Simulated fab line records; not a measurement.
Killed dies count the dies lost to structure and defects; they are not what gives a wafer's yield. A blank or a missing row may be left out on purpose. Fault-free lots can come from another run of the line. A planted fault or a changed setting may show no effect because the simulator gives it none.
fab line records | flow n5_finfet | part 1 of 2: steps 1 to 15 of 16
record: lots: 7 wafers: 19 last_day: 16
route steps=1938 shown GATE_CUT@489 BEOL_M4@1111 PASSIVATION@1936
lots that met no fault: taken from a fault-free run of the same line
start_h: hours from the record's opening day to when the first of the lot's shown wafers began | wait_h: how many hours have passed since the lot's step before this one | " as in the row above | L1.1+2: a row that stands for several wafers | - value missing, or start not given | * or withheld: withheld | < > ~ a bound
route shown NAME@n: a module of which the file shows steps, and the number in the route of the first | usual: mean/standard deviation of fault-free wafers | same: alike in all rows | chamber/n: place in a boat | sites: readings site by site | _std_site: how widely they spread, as a standard deviation | _edge_site: mean of outer sites minus mean of inner sites | radius_mm: for every site, how far away it sits from the centre of the wafer | mask NAME#n: copy n | behind: tool/chamber where the wafer was last shaped | hold: the reason the lot was held/the length of the hold in hours/how it ended | device: the n, p or np transistor that did not switch | end of line: the same wafers' tests at the end of the route | step lacking rows: just its recipe | killed: at the first sort, the dies lost to defects and structure; wafer yield is something else | map: per-die view of a wafer (x killed, . not killed, _ where there is no die)
set.NAME: the setting as run; set.NAME@STEP: as run at that earlier step | model.NAME: the simulator's own value behind a step, which no gauge read
lots at selected steps of the route; one table per step, one row per wafer
services: from which hour (start_h, from the record's first day; less than 0 if before it) a tool's chamber was out of use, for how many hours, and why
== steps ==
step: N5_GATE_CUT_INSPECT_15
recipe: mode: adi inspect_instrument: brightfield
usual: raw_defect_count: 135/48
columns lot.wafer tool chamber start_h wait_h raw_defect_count
L788.1 defect_inspect-02 - 100.91 0.1 119
L788.3 " - " " 296
L788.4 " - " " 161
L792.1 defect_inspect-01 - 126.25 0.1 89
L792.3 " - " " 105
L792.6 " - " " 84
L795.1 defect_inspect-01 - 146.67 0.1 182
L795.4 " - " " 185
L797.1 defect_inspect-02 - 157.10 0.1 150
L797.2 " - " " 143
L804.1 defect_inspect-01 - 198.21 0.1 162
L804.2 " - " " 135
L804.3 " - " " 126
L805.1 defect_inspect-02 - 205.98 0.1 200
L805.5 " - " " 171
L805.6 " - " " 112
L807.3 defect_inspect-02 - 217.27 0.0 176
L807.4 " - " " 107
L807.5 " - " " 136
step: N5_GATE_CUT_DESCUM_18
recipe: chemistry: O2 time_s: 7 source_power_w: 50 bias_power_w: 20 pressure_mtorr: 20 rf_frequency_hz: 2.712e+07 temp_c: 40 resist: CAR-EUV o2_flow_sccm: 225
usual: chamber_pressure_mTorr: 20.002/0.018 drypump_motor_current_A: 5.8/0.4 oes_product_au: 0.76/0.057 rf_vpp_V: 243.2/1.2 showerhead_plenum_p_Torr: 2.09/0.062 throttle_valve_pct: 20.50/0.18
columns lot.wafer tool chamber start_h wait_h chamber_pressure_mTorr drypump_motor_current_A oes_product_au rf_hours_counter_h rf_vpp_V showerhead_plenum_p_Torr throttle_valve_pct
L788.1 rie_diel-04 0 100.96 0.1 19.992 5.2 0.74 168 241.7 1.99 20.38
L788.3 " 1 " " 19.998 5.2 0.94 13 244.6 2.14 20.41
L788.4 " 2 " " 20.003 6.2 0.76 137 242.5 2.10 20.61
L792.1 rie_diel-02 0 126.29 0.0 19.974 5.7 0.76 189 243.5 2.08 20.58
L792.3 " 1 " " 20.030 6.0 0.79 96 240.6 2.03 20.79
L792.6 " 2 " " 19.972 6.3 0.75 - 245.0 2.19 20.58
L795.1 rie_diel-05 2 146.71 0.0 20.026 5.3 0.72 177 243.4 2.18 20.29
L795.4 " 2 " " 19.990 5.4 0.72 - 243.0 2.17 20.28
L797.1 rie_diel-02 2 157.28 0.2 19.996 6.3 0.74 162 245.3 2.18 20.59
L797.2 " 1 " " 20.012 6.0 0.80 105 242.7 2.03 20.79
L804.1 rie_diel-04 2 198.24 0.0 19.979 6.2 0.74 164 244.8 2.09 20.65
L804.2 " 1 " " 19.972 5.2 0.88 44 244.6 2.13 20.44
L804.3 " 0 " " 19.987 5.2 0.71 198 241.9 1.98 20.44
L805.1 rie_diel-04 2 206.01 0.0 20.005 6.2 0.74 167 242.3 2.09 20.65
L805.5 " 0 " " 20.052 5.2 0.71 - 242.1 1.98 20.44
L805.6 " 2 " " 20.029 6.2 0.74 - 242.3 2.09 20.67
L807.3 rie_diel-02 3 217.30 0.0 19.991 5.8 0.71 234 243.9 2.06 20.21
L807.4 " 1 " " 19.972 6.0 0.76 124 242.4 2.02 20.81
L807.5 " 0 " " 20.007 5.8 0.73 - 243.5 2.07 20.65
step: N5_GATE_CUT_ETCH_28
recipe: chemistry: N2/H2 target: underlayer target_depth_a: 130 mask_material: CAR-EUV time_s: 10.4 ion_energy_ev: 200 pressure_mtorr: 30 source_w: 840 bias_w: 150 n2_flow_sccm: 200 h2_flow_sccm: 200 ends: cleared
step: N5_GATE_CUT_ETCH_36
recipe: chemistry: CF4 target: SiARC target_depth_a: 130 mask_material: CAR-EUV time_s: 21.7 ion_energy_ev: 80 pressure_mtorr: 40 source_w: 545 bias_w: 36 Ar_flow_sccm: 100 cf4_flow_sccm: 100 ends: cleared
step: N5_GATE_CUT_ETCH_37
recipe: chemistry: N2/H2 target: SOC target_depth_a: 600 overetch_a: 120 mask_material: SiARC temp_c: 40 time_s: 90 ion_energy_ev: 200 pressure_mtorr: 30 source_w: 840 bias_w: 150 n2_flow_sccm: 200 h2_flow_sccm: 200
step: N5_GATE_CUT_STRIP_38
recipe: chemistry: N2/H2 temp_c: 40 n2_flow_sccm: 200 h2_flow_sccm: 200 rf_frequency_hz: 6e+07
step: N5_GATE_CUT_STRIP_39
recipe: chemistry: N2/H2 temp_c: 40 n2_flow_sccm: 200 h2_flow_sccm: 200 rf_frequency_hz: 6e+07
step: N5_GATE_CUT_HM_OPEN_40
recipe: chemistry: C4F6/O2 target: SiO2 mask_material: SiARC target_depth_a: 1390 time_s: 85.1 ion_energy_ev: 250 pressure_mtorr: 30 source_w: 345 bias_w: 185 Ar_flow_sccm: 300 C4F6_flow_sccm: 10 O2_flow_sccm: 10 ends: cleared
usual: chamber_pressure_mTorr: 30.000/0.028 drypump_motor_current_A: 5.8/0.4 etch_rf_on_time_s: 93.8/1.7 mfc_ar_sccm: 300.0/0.89 oes_ar_750_au: 0.76/0.052 oes_o_777_au: 0.75/0.056 oes_product_au: 0.68/0.05 rf_vpp_V: 665/8.8 showerhead_plenum_p_Torr: 2.85/0.073 throttle_valve_pct: 21.02/0.17
columns lot.wafer tool chamber start_h wait_h chamber_pressure_mTorr drypump_motor_current_A etch_rf_on_time_s mfc_ar_sccm oes_ar_750_au oes_o_777_au oes_product_au rf_hours_counter_h rf_vpp_V showerhead_plenum_p_Torr throttle_valve_pct
L788.1 rie_diel-04 0 101.12 0.0 29.977 5.2 93.3 299.0 0.73 0.71 0.67 169 672 2.74 21.05
L788.3 " 1 " " 29.967 5.2 93.5 299.7 0.91 0.91 0.84 13 680 2.92 20.97
L788.4 " 2 " " 29.963 6.2 93.5 301.2 0.75 0.74 0.68 137 661 2.87 21.25
L792.1 rie_diel-02 0 126.45 0.0 30.006 5.8 93.1 300.7 0.73 0.72 0.67 189 676 2.83 21.08
L792.3 " 1 " " 30.016 6.0 92.6 299.9 0.78 0.77 0.71 96 668 2.76 21.28
L792.6 " 2 " " 30.026 6.3 93.3 300.5 0.74 0.75 0.66 - 665 2.95 20.95
L795.1 rie_diel-05 2 146.87 0.0 30.007 5.4 94.4 300.7 0.74 0.74 0.65 178 651 2.95 20.79
L795.4 " 2 " " 30.044 5.3 95.8 301.3 0.74 0.75 0.64 - 651 2.95 20.78
L797.1 rie_diel-02 2 157.45 0.0 30.043 6.3 93.7 300.3 0.74 0.75 0.66 162 668 2.94 20.98
L797.2 " 1 " " 29.952 6.0 93.2 299.1 0.78 0.76 0.70 105 666 2.76 21.29
L804.1 rie_diel-04 2 198.41 0.0 30.031 6.2 94.0 299.9 0.73 0.73 0.66 164 662 2.86 21.28
L804.2 " 1 " " 29.996 5.3 94.7 299.9 0.85 0.85 0.77 44 678 2.91 21.00
L804.3 " 0 " " 29.921 5.3 95.6 299.9 0.71 0.69 0.64 198 672 2.73 21.10
L805.1 rie_diel-04 2 206.18 0.0 30.022 6.2 91.0 300.8 0.72 0.73 0.66 167 660 2.86 21.29
L805.5 " 0 " " 29.965 5.3 94.4 298.3 0.70 0.69 0.64 - 672 2.72 21.11
L805.6 " 2 " " 30.015 6.2 93.7 300.3 0.73 0.72 0.65 - 663 2.86 21.28
L807.3 rie_diel-02 3 217.47 0.0 29.968 5.8 92.0 300.6 0.70 0.68 0.64 234 657 2.82 20.84
L807.4 " 1 " " 30.007 6.0 93.6 300.4 0.76 0.74 0.68 125 667 2.75 21.32
L807.5 " 0 " " 30.019 5.8 93.1 301.1 0.71 0.70 0.65 - 675 2.81 21.13
step: N5_GATE_CUT_STRIP_41
recipe: chemistry: CF4 resist: SiARC power_w: 300 bias_power_w: 75 pressure_mtorr: 50 cf4_flow_sccm: 150 rf_frequency_hz: 6e+07
usual: chamber_pressure_mTorr: 50.00/0.044 drypump_motor_current_A: 5.8/0.4 oes_product_au: 0.175/0.013 rf_vpp_V: 271.0/1.4 showerhead_plenum_p_Torr: 1.79/0.05 throttle_valve_pct: 13.67/0.13
columns lot.wafer tool chamber start_h wait_h chamber_pressure_mTorr drypump_motor_current_A oes_product_au rf_hours_counter_h rf_vpp_V showerhead_plenum_p_Torr throttle_valve_pct
L788.1 rie_diel-04 0 101.18 0.0 49.98 5.2 0.172 169 270.8 1.72 13.72
L788.3 " 1 " " 50.02 5.2 0.212 13 272.2 1.83 13.43
L788.4 " 2 " " 50.08 6.2 0.181 137 270.4 1.78 13.73
L792.1 rie_diel-02 0 126.51 0.0 49.99 5.8 0.171 189 270.8 1.77 13.75
L792.3 " 1 " " 49.96 6.0 0.186 96 270.4 1.74 13.78
L792.6 " 2 " " 50.01 6.2 0.177 - 272.2 1.87 13.71
L795.1 rie_diel-05 2 146.93 0.0 50.00 5.3 0.166 178 273.9 1.85 13.52
L795.4 " 2 " " 49.91 5.3 0.168 - 272.7 1.85 13.51
L797.1 rie_diel-02 2 157.51 0.0 50.03 6.2 0.170 162 273.0 1.87 13.74
L797.2 " 1 " " 49.97 6.0 0.184 105 268.8 1.74 13.81
L804.1 rie_diel-04 2 198.47 0.0 50.02 6.2 0.174 164 270.7 1.78 13.78
L804.2 " 1 " " 49.91 5.2 0.196 44 271.7 1.82 13.50
L804.3 " 0 " " 50.01 5.2 0.167 198 267.4 1.72 13.78
L805.1 rie_diel-04 2 206.24 0.0 49.97 6.2 0.173 167 272.0 1.78 13.82
L805.5 " 0 " " 50.03 5.2 0.167 - 268.8 1.72 13.79
L805.6 " 2 " " 49.98 6.2 0.166 - 271.4 1.78 13.82
L807.3 rie_diel-02 3 217.53 0.0 50.01 5.8 0.168 235 271.0 1.77 13.54
L807.4 " 1 " " 50.00 6.0 0.176 125 270.9 1.73 13.84
L807.5 " 0 " " 49.99 5.7 0.167 - 270.1 1.77 13.83
step: N5_GATE_CUT_STRIP_42
recipe: chemistry: O2 power_w: 400 temp_c: 40 pressure_mtorr: 30 rf_frequency_hz: 6e+07 bias_power_w: 0 overash_fraction: 0.3 o2_flow_sccm: 225
step: N5_GATE_CUT_ETCH_19
recipe: chemistry: CH3F/O2 target: SiNx mask_material: SiO2 target_depth_a: 537 time_s: 76.7 pressure_mtorr: 30 source_w: 395 bias_w: 73 Ar_flow_sccm: 150 CH3F_flow_sccm: 30 O2_flow_sccm: 20 ion_energy_ev: 120 ends: cleared
usual: chamber_pressure_mTorr: 30.005/0.026 drypump_motor_current_A: 5.8/0.4 etch_rf_on_time_s: 77.0/1 mfc_ar_sccm: 150.0/0.45 oes_ar_750_au: 0.76/0.051 oes_o_777_au: 0.75/0.052 oes_product_au: 0.65/0.047 rf_vpp_V: 297/3.9 showerhead_plenum_p_Torr: 2.00/0.055 throttle_valve_pct: 16.43/0.15
columns lot.wafer tool chamber start_h wait_h chamber_pressure_mTorr drypump_motor_current_A etch_rf_on_time_s mfc_ar_sccm oes_ar_750_au oes_o_777_au oes_product_au rf_hours_counter_h rf_vpp_V showerhead_plenum_p_Torr throttle_valve_pct
L788.1 rie_diel-04 0 101.24 0.0 29.967 5.2 77.8 150.3 0.74 0.72 0.63 169 300 1.92 16.47
L788.3 " 1 " " 29.988 5.2 76.6 150.4 0.91 0.90 0.80 13 302 2.05 16.30
L788.4 " 2 " " 30.043 6.2 76.2 150.5 0.75 0.74 0.64 137 294 2.02 16.62
L792.1 rie_diel-02 0 126.57 0.0 29.991 5.8 76.6 149.8 0.74 0.72 0.64 189 302 1.99 16.55
L792.3 " 1 " " 30.014 6.0 76.4 150.0 0.78 0.80 0.68 96 298 1.94 16.63
L792.6 " 2 " " 30.011 6.2 76.8 150.1 0.74 0.75 0.63 - 299 2.08 16.43
L795.1 rie_diel-05 2 146.99 0.0 30.028 5.3 78.9 149.8 0.73 0.74 0.61 178 291 2.08 16.25
L795.4 " 2 " " 30.016 5.3 78.2 149.4 0.74 0.74 0.62 - 291 2.08 16.27
L797.1 rie_diel-02 2 157.57 0.0 30.052 6.3 76.9 149.5 0.74 0.73 0.62 162 298 2.08 16.44
L797.2 " 1 " " 30.004 6.0 76.3 150.0 0.77 0.78 0.66 105 296 1.93 16.63
L804.1 rie_diel-04 2 198.53 0.0 29.951 6.2 76.5 150.1 0.73 0.72 0.62 164 295 2.01 16.67
L804.2 " 1 " " 29.976 5.2 77.3 150.0 0.85 0.84 0.74 44 303 2.04 16.36
L804.3 " 0 " " 30.004 5.2 76.3 149.8 0.72 0.70 0.61 198 301 1.91 16.51
L805.1 rie_diel-04 2 206.30 0.0 29.992 6.2 76.6 151.0 0.74 0.71 0.62 167 294 2.01 16.68
L805.5 " 0 " " 29.981 5.2 77.1 150.2 0.71 0.71 0.61 - 298 1.91 16.51
L805.6 " 2 " " 29.991 6.2 76.9 150.5 0.73 0.72 0.62 - 295 2.01 16.69
L807.3 rie_diel-02 3 217.59 0.0 30.036 5.8 76.8 149.9 0.71 0.69 0.61 235 292 1.98 16.29
L807.4 " 1 " " 29.998 6.0 76.7 149.9 0.75 0.77 0.66 125 295 1.93 16.68
L807.5 " 0 " " 29.996 5.7 76.6 150.0 0.71 0.70 0.62 - 300 1.98 16.61
step: N5_GATE_CUT_CUT_ETCH_53
recipe: chemistry: SF6/Cl2 target: W mask_material: SiO2 target_depth_a: 792 pressure_mtorr: 8 icp_w: 900 bias_w: 80 SF6_flow_sccm: 40 Cl2_flow_sccm: 60 ends: cleared
step: N5_GATE_CUT_CUT_ETCH_54
recipe: chemistry: Cl2/BCl3 target: TiN mask_material: SiO2 target_depth_a: 967 pressure_mtorr: 10 icp_w: 1000 bias_w: 126 Cl2_flow_sccm: 53.25 bcl3_flow_sccm: 21.75 Ar_flow_sccm: 25 ends: cleared
usual: chamber_pressure_mTorr: 10.001/0.0085 drypump_motor_current_A: 5.8/0.53 etch_rf_on_time_s: 37.1/0.76 mfc_ar_sccm: 25.00/0.073 oes_ar_750_au: 0.69/0.064 oes_product_au: 0.61/0.058 throttle_valve_pct: 22.40/0.2
columns lot.wafer tool chamber start_h wait_h chamber_pressure_mTorr drypump_motor_current_A etch_rf_on_time_s mfc_ar_sccm oes_ar_750_au oes_product_au rf_hours_counter_h throttle_valve_pct
L788.1 rie_metal-03 0 101.41 0.0 10.002 6.7 36.2 25.10 0.69 0.64 73 22.37
L788.3 " 0 " " 10.001 6.6 36.0 24.95 0.69 0.64 - 22.36
L788.4 " 1 " " 9.998 4.8 36.7 25.12 0.61 0.57 - 22.46
L792.1 rie_metal-02 1 126.74 0.0 9.997 6.3 22.9 24.94 0.69 0.83 87 22.41
L792.3 " 0 " " 10.006 5.9 37.2 24.96 0.68 0.60 - 22.49
L792.6 " 1 " " 10.011 6.3 36.8 24.87 0.69 0.62 - 22.75
L795.1 rie_metal-02 0 147.17 0.0 9.985 5.9 23.0 24.99 0.67 0.81 85 22.18
L795.4 " 1 " " 9.980 6.2 36.5 25.09 0.68 0.61 - 22.76
L797.1 rie_metal-02 0 157.74 0.0 10.013 5.9 22.6 25.00 0.67 0.82 86 22.16
L797.2 " 1 " " 10.011 6.3 22.7 25.17 0.68 0.83 89 22.40
L804.1 rie_metal-01 0 198.70 0.0 10.010 5.9 36.9 24.98 0.61 0.53 133 22.28
L804.2 " 1 " " 10.005 5.5 38.2 24.97 0.77 0.69 40 22.19
L804.3 " 0 " " 10.005 5.9 37.0 24.98 0.60 0.53 - 22.27
L805.1 rie_metal-03 1 206.47 0.0 10.011 4.8 36.6 24.94 0.61 0.55 114 22.49
L805.5 " 1 " " 9.999 4.8 36.3 25.15 0.61 0.56 - 22.49
L805.6 " 0 " " 10.005 6.7 35.7 24.97 0.67 0.64 - 22.36
L807.3 rie_metal-02 0 217.78 0.0 10.000 5.9 37.2 25.12 0.67 0.59 - 22.51
L807.4 " 1 " " 9.992 6.2 37.1 25.02 0.68 0.60 - 22.78
L807.5 " 1 " " 9.991 6.2 37.3 24.91 0.67 0.60 - 22.77
step: N5_GATE_CUT_CUT_ETCH_55
recipe: chemistry: BCl3 target: HfO2 mask_material: SiO2 target_depth_a: 32 ion_energy_ev: 30 pressure_mtorr: 5 icp_w: 450 bias_w: 18 bcl3_flow_sccm: 80
usual: chamber_pressure_mTorr: 5.000/0.0043 drypump_motor_current_A: 5.8/0.53 oes_product_au: 0.68/0.067 throttle_valve_pct: 33.2/0.44
columns lot.wafer tool chamber start_h wait_h chamber_pressure_mTorr drypump_motor_current_A oes_product_au rf_hours_counter_h throttle_valve_pct
L788.1 rie_metal-03 0 101.47 0.0 5.006 6.7 0.71 73 33.0
L788.3 " 0 " " 4.997 6.6 0.71 - 33.0
L788.4 " 1 " " 5.006 4.8 0.64 - 33.5
L792.1 rie_metal-02 1 126.80 0.0 4.999 6.3 0.67 87 34.0
L792.3 " 0 " " 4.996 5.9 0.66 - 33.4
L792.6 " 1 " " 4.996 6.3 0.67 - 33.9
L795.1 rie_metal-02 0 147.23 0.0 4.996 5.9 0.66 85 33.4
L795.4 " 1 " " 4.997 6.3 0.67 - 34.0
L797.1 rie_metal-02 0 157.80 0.0 4.998 5.9 0.67 86 33.5
L797.2 " 1 " " 5.009 6.3 0.67 89 34.0
L804.1 rie_metal-01 0 198.76 0.0 5.000 5.9 0.59 133 32.9
L804.2 " 1 " " 4.994 5.5 0.78 40 32.7
L804.3 " 0 " " 5.003 5.9 0.59 - 32.9
L805.1 rie_metal-03 1 206.53 0.0 5.003 4.8 0.63 114 33.5
L805.5 " 1 " " 4.995 4.8 0.62 - 33.5
L805.6 " 0 " " 5.003 6.7 0.70 - 33.0
L807.3 rie_metal-02 0 217.83 0.0 5.009 5.9 0.66 - 33.5
L807.4 " 1 " " 5.009 6.3 0.66 - 34.0
L807.5 " 1 " " 4.996 6.3 0.66 - 34.0
step: N5_BEOL_M4_RC_MEAS_101
usual: DIBL_N: 36.3/1.7 DIBL_P: 36.5/1.8 IOFF_N: 0.16/0.033 IOFF_P: 0.21/0.037 ION_N: 675/11 ION_P: 462/7.9 SS_N: 71.6/0.64 SS_P: 73.3/0.68 VT_N: 249/3.3 VT_P: -250/3.3
columns lot.wafer tool chamber start_h wait_h DIBL_N[mV/V] DIBL_P[mV/V] IOFF_N[nA/um] IOFF_P[nA/um] ION_N[uA/um] ION_P[uA/um] SS_N[mV/dec] SS_P[mV/dec] VT_N[mV] VT_P[mV]
L788.1 prober-01 0 181.33 0.0 34.9 34.8 0.13 0.16 664 456 71.2 72.7 253 -254
L788.3 " 0 " " 33.9 33.9 0.11 0.14 660 451 70.9 72.4 255 -257
L788.4 " 0 " " 35.0 34.9 0.12 0.15 666 454 70.9 72.6 254 -254
L792.1 prober-02 0 198.02 0.0 37.5 37.3 0.17 0.25 683 467 72.0 73.1 247 -247
L792.3 " 0 " " 37.4 38.3 0.16 0.25 670 460 71.1 73.2 253 -246
L792.6 " 0 " " 37.6 38.0 0.17 0.25 681 471 71.4 73.1 248 -248
L795.1 prober-01 0 223.19 0.0 35.6 36.8 0.16 0.23 691 475 71.3 74.3 248 -250
L795.4 " 0 " " 35.1 37.3 0.16 0.24 684 468 72.2 73.7 250 -249
L797.1 prober-02 0 231.02 0.0 36.1 36.2 0.17 0.22 676 463 72.2 73.2 249 -250
L797.2 " 0 " " 37.2 37.8 0.19 0.25 685 472 72.0 72.9 246 -244
L804.1 prober-01 0 267.45 0.0 35.8 34.5 0.14 0.20 665 465 71.5 71.9 254 -250
L804.2 " 0 " " 36.5 34.3 0.15 0.20 667 457 71.8 72.8 252 -249
L804.3 " 0 " " 38.4 38.6 0.19 0.27 675 465 72.3 73.7 249 -246
L805.1 prober-02 0 287.94 0.0 35.1 35.5 0.16 0.19 689 469 72.3 73.0 248 -250
L805.5 " 0 " " 34.9 34.7 0.15 0.19 681 466 70.9 72.8 250 -249
L805.6 " 0 " " 33.3 33.1 0.13 0.17 679 465 70.6 73.0 251 -254
L807.3 prober-02 0 298.49 0.3 40.3 39.9 0.24 0.24 693 461 73.0 74.6 246 -254
L807.4 " 0 " " 40.2 39.7 0.24 0.24 703 466 72.2 74.6 243 -249
L807.5 " 0 " " 36.1 35.1 0.14 0.17 676 458 71.3 72.9 251 -250
== key ==
first_sign: step: N5_GATE_CUT_CUT_ETCH_54 reading: etch_rf_on_time_s direction: down sigmas: 19 usual: * struck: *
effect: step: N5_GATE_CUT_CUT_ETCH_54 reading: oes_product_au direction: up sigmas: 3.6 usual: 0.61 struck: 0.82
met_at N5_GATE_CUT_CUT_ETCH_54
struck_wafers L792.1,L795.1,L797.1,L797.2
fault: kind: process_parameter_drift tool: rie_metal-02 chamber: - onset_h: 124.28 steps: N5_GATE_CUT_CUT_ETCH_54 channel: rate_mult offset: 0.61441 shape: step end_h: 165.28 scope: struck_wafers_only
